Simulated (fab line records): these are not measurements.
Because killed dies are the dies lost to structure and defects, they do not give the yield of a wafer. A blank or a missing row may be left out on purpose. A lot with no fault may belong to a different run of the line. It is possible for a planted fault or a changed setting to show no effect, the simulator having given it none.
Split-lot experiment :: flow n5 finfet :: 7 lots, 21 wafers read, on a route of 1938 steps

## THE SPLIT ITSELF
At N5_FIN_SAQP_FIN_ETCH_36 (etches the open film in HBr/Cl2/O2, target depth 120 nm, time 50.4 s), the setting bias w was moved away from the recipe's 102 W on 6 of the 21 wafers read, by -7.5% to +15.2%. All remaining wafers had this setting at the recipe value.

## FROM THE SPLIT TO THE READING: what the file shows between them, 3 steps
- N5_FIN_SAQP_PRECLEAN_38: cleans in O3/DIW, time 45 s
- N5_FIN_SAQP_PRECLEAN_45: cleans in dHF, time 10 s
- N5_FIN_SAQP_SRD_39: time 30 s

## THE READING
trench depth nm, in nm, at N5_FIN_SAQP_OCD_MEAS_76. Typical for fault-free wafers on this fab line: 119.3 nm, with standard deviation 1.6 nm.

wafer: L077.1
tool, chamber at the split: rie si-03, 2
bias w as run, W: 102
against the recipe: recipe
trench depth nm, nm: 119.1
against lot-mates on the recipe: -

wafer: L077.2
tool, chamber at the split: rie si-03, 0
bias w as run, W: 102
against the recipe: recipe
trench depth nm, nm: 117.5
against lot-mates on the recipe: -

wafer: L077.6
tool, chamber at the split: rie si-03, 0
bias w as run, W: 102
against the recipe: recipe
trench depth nm, nm: 116.8
against lot-mates on the recipe: -

wafer: L081.1
tool, chamber at the split: rie si-03, 3
bias w as run, W: 117.5
against the recipe: +15.2%
trench depth nm, nm: 123.0
against lot-mates on the recipe: +5.8

wafer: L081.3
tool, chamber at the split: rie si-03, 0
bias w as run, W: 102
against the recipe: recipe
trench depth nm, nm: 115.8
against lot-mates on the recipe: -

wafer: L081.4
tool, chamber at the split: rie si-03, 1
bias w as run, W: 102
against the recipe: recipe
trench depth nm, nm: 118.6
against lot-mates on the recipe: -

wafer: L084.1
tool, chamber at the split: rie si-01, 1
bias w as run, W: 102
against the recipe: recipe
trench depth nm, nm: 121.3
against lot-mates on the recipe: -

wafer: L084.2
tool, chamber at the split: rie si-01, 0
bias w as run, W: 94.3
against the recipe: -7.5%
trench depth nm, nm: 116.0
against lot-mates on the recipe: -5.0

wafer: L084.5
tool, chamber at the split: rie si-01, 3
bias w as run, W: 102
against the recipe: recipe
trench depth nm, nm: 120.8
against lot-mates on the recipe: -

wafer: L085.1
tool, chamber at the split: rie si-01, 3
bias w as run, W: 111.7
against the recipe: +9.5%
trench depth nm, nm: 121.8
against lot-mates on the recipe: +3.4

wafer: L085.3
tool, chamber at the split: rie si-01, 1
bias w as run, W: 111.7
against the recipe: +9.5%
trench depth nm, nm: 122.8
against lot-mates on the recipe: +4.4

wafer: L085.4
tool, chamber at the split: rie si-01, 0
bias w as run, W: 102
against the recipe: recipe
trench depth nm, nm: 118.4
against lot-mates on the recipe: -

wafer: L088.2
tool, chamber at the split: rie si-03, 0
bias w as run, W: 102
against the recipe: recipe
trench depth nm, nm: 117.8
against lot-mates on the recipe: -

wafer: L088.5
tool, chamber at the split: rie si-03, 0
bias w as run, W: 102
against the recipe: recipe
trench depth nm, nm: 118.1
against lot-mates on the recipe: -

wafer: L088.6
tool, chamber at the split: rie si-03, 3
bias w as run, W: 102
against the recipe: recipe
trench depth nm, nm: 119.2
against lot-mates on the recipe: -

wafer: L096.1
tool, chamber at the split: rie si-03, 1
bias w as run, W: 102
against the recipe: recipe
trench depth nm, nm: 120.7
against lot-mates on the recipe: -

wafer: L096.3
tool, chamber at the split: rie si-03, 2
bias w as run, W: 108.4
against the recipe: +6.3%
trench depth nm, nm: 122.9
against lot-mates on the recipe: +2.2

wafer: L096.4
tool, chamber at the split: rie si-03, 0
bias w as run, W: 108.4
against the recipe: +6.3%
trench depth nm, nm: 124.1
against lot-mates on the recipe: +3.4

wafer: L097.1
tool, chamber at the split: rie si-01, 2
bias w as run, W: 102
against the recipe: recipe
trench depth nm, nm: 121.0
against lot-mates on the recipe: -

wafer: L097.3
tool, chamber at the split: rie si-01, 3
bias w as run, W: 102
against the recipe: recipe
trench depth nm, nm: 120.1
against lot-mates on the recipe: -

wafer: L097.6
tool, chamber at the split: rie si-01, 2
bias w as run, W: 102
against the recipe: recipe
trench depth nm, nm: 119.8
against lot-mates on the recipe: -

FIT RESULTS
A straight line over all 21 wafers: trench depth nm changes by +0.362 nm for each +1% of bias w; r = +0.74; the points scatter about the line by 1.6 nm.
The same after taking each lot's own level away (the mean of its wafers on the recipe; 21 wafers): +0.441 nm for each +1%; r = +0.93; scatter 0.84 nm.
According to that fit, moving bias w by its largest amount changes the reading by 6.7 nm.
The span of the lots' own levels, 117.20 to 121.05 nm, comes to 2.4 times the standard deviation stated above.
So the lot-to-lot level blurs the effect unless lot-mates are compared.
Check: +7.1 nm against its lot-mates is what the line predicts for one of the wafers moved furthest among these (+15.2%) when that wafer is left out of the fit. It came out at +5.8 nm against them.

## THESE WAFERS: OTHER SPLITS
Other splits were also applied to these wafers ahead of the reading. Each is held against what the fit with the lots' levels taken away leaves over:
other split on the same wafers: N5_ZERO_LAYER_EXPOSE_08 dose mj
wafers away from the commonest value: 5
r with trench depth nm (lot level and that fit taken away): +0.12

other split on the same wafers: N5_ZERO_LAYER_DEVELOP_10 develop time s
wafers away from the commonest value: 5
r with trench depth nm (lot level and that fit taken away): -0.11

other split on the same wafers: N5_WELL_APT_COAT_02 spin rpm
wafers away from the commonest value: 10
r with trench depth nm (lot level and that fit taken away): -0.27

other split on the same wafers: N5_FIN_SAQP_PEB_14 peb time s
wafers away from the commonest value: 10
r with trench depth nm (lot level and that fit taken away): -0.05

## THE WHOLE CHAIN: every reading that the file lists as answering this split, in the file's order
step: N5_FIN_SAQP_FIN_ETCH_36
what it does: etches the open film in HBr/Cl2/O2, target depth 120 nm, time 50.4 s
reading: FIN_SAQP.feature depth nm (the simulator's own value, which no gauge read)
change (the file's fit): +0.443 nm for each +1% of the setting
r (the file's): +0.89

step: N5_FIN_SAQP_FIN_ETCH_36
what it does: etches the open film in HBr/Cl2/O2, target depth 120 nm, time 50.4 s
reading: etch.depth nm (the simulator's own value, which no gauge read)
change (the file's fit): +0.439 nm for each +1% of the setting
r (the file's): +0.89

step: N5_FIN_SAQP_OCD_MEAS_76
what it does: 
reading: trench depth nm
change (the file's fit): +0.434 nm for each +1% of the setting
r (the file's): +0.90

## FILE'S OWN FIT
trench depth nm changes by +0.434 nm for each +1% of bias w, r = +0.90.
